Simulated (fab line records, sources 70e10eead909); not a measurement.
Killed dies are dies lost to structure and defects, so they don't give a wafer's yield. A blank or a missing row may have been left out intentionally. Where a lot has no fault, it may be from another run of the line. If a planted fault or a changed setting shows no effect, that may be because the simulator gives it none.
Chamber matching :: flow nand harc :: rie diel-01 running NHARC_A_STAIRCASE_TRIM_220: 4 sister chambers
The step chemistry O2, time 211.2 s. 8 wafers are shown with their chamber, then 9 later ones without.

EACH WAFER AND ITS CHAMBER
wafer: L076.5
chamber: 2
showerhead plenum p Torr (Torr): 3.30
drypump motor current A (A): 6.2

wafer: L076.4
chamber: 0
showerhead plenum p Torr (Torr): 3.67
drypump motor current A (A): 5.2

wafer: L088.2
chamber: 3
showerhead plenum p Torr (Torr): 3.65
drypump motor current A (A): 5.6

wafer: L088.4
chamber: 1
showerhead plenum p Torr (Torr): 3.62
drypump motor current A (A): 5.7

wafer: L088.5
chamber: 1
showerhead plenum p Torr (Torr): 3.62
drypump motor current A (A): 5.8

wafer: L087.2
chamber: 2
showerhead plenum p Torr (Torr): 3.29
drypump motor current A (A): 6.3

wafer: L087.3
chamber: 3
showerhead plenum p Torr (Torr): 3.65
drypump motor current A (A): 5.7

wafer: L087.5
chamber: 0
showerhead plenum p Torr (Torr): 3.66
drypump motor current A (A): 5.2

WAFERS WITHOUT THEIR CHAMBER
wafer: L090.2
showerhead plenum p Torr (Torr): 3.64
drypump motor current A (A): 5.6

wafer: L090.5
showerhead plenum p Torr (Torr): 3.64
drypump motor current A (A): 5.6

wafer: L090.6
showerhead plenum p Torr (Torr): 3.29
drypump motor current A (A): 6.3

wafer: L089.1
showerhead plenum p Torr (Torr): 3.65
drypump motor current A (A): 5.2

wafer: L089.3
showerhead plenum p Torr (Torr): 3.62
drypump motor current A (A): 5.7

wafer: L089.6
showerhead plenum p Torr (Torr): 3.62
drypump motor current A (A): 5.7

wafer: L094.1
showerhead plenum p Torr (Torr): 3.65
drypump motor current A (A): 5.2

wafer: L094.2
showerhead plenum p Torr (Torr): 3.28
drypump motor current A (A): 6.3

wafer: L094.4
showerhead plenum p Torr (Torr): 3.64
drypump motor current A (A): 5.6

EACH ONE'S CHAMBER
wafer: L090.2
from the rows above: 3
in truth: 3

wafer: L090.5
from the rows above: 3
in truth: 3

wafer: L090.6
from the rows above: 2
in truth: 2

wafer: L089.1
from the rows above: 0
in truth: 0

wafer: L089.3
from the rows above: 1
in truth: 1

wafer: L089.6
from the rows above: 1
in truth: 1

wafer: L094.1
from the rows above: 0
in truth: 0

wafer: L094.2
from the rows above: 2
in truth: 2

wafer: L094.4
from the rows above: 3
in truth: 3
Correctly placed: 9 of 9. Left unplaced by these rows: 0. Number placed wrongly: 0.
How it was worked out, from the rows above alone: a wafer's distance from a chamber is the root of the sum, over the readings, of the square of ((its reading less the chamber's mean) divided by the reading's scatter). If the next closest chamber is less than 2 further off than the closest, the wafer can't be placed; otherwise it belongs to the closest. A chamber's mean is the mean of its shown wafers. How the scatter is found: for the shown wafers, subtract from each reading the mean of its chamber, square and add these, divide the total by (wafers less chambers), then take the root.
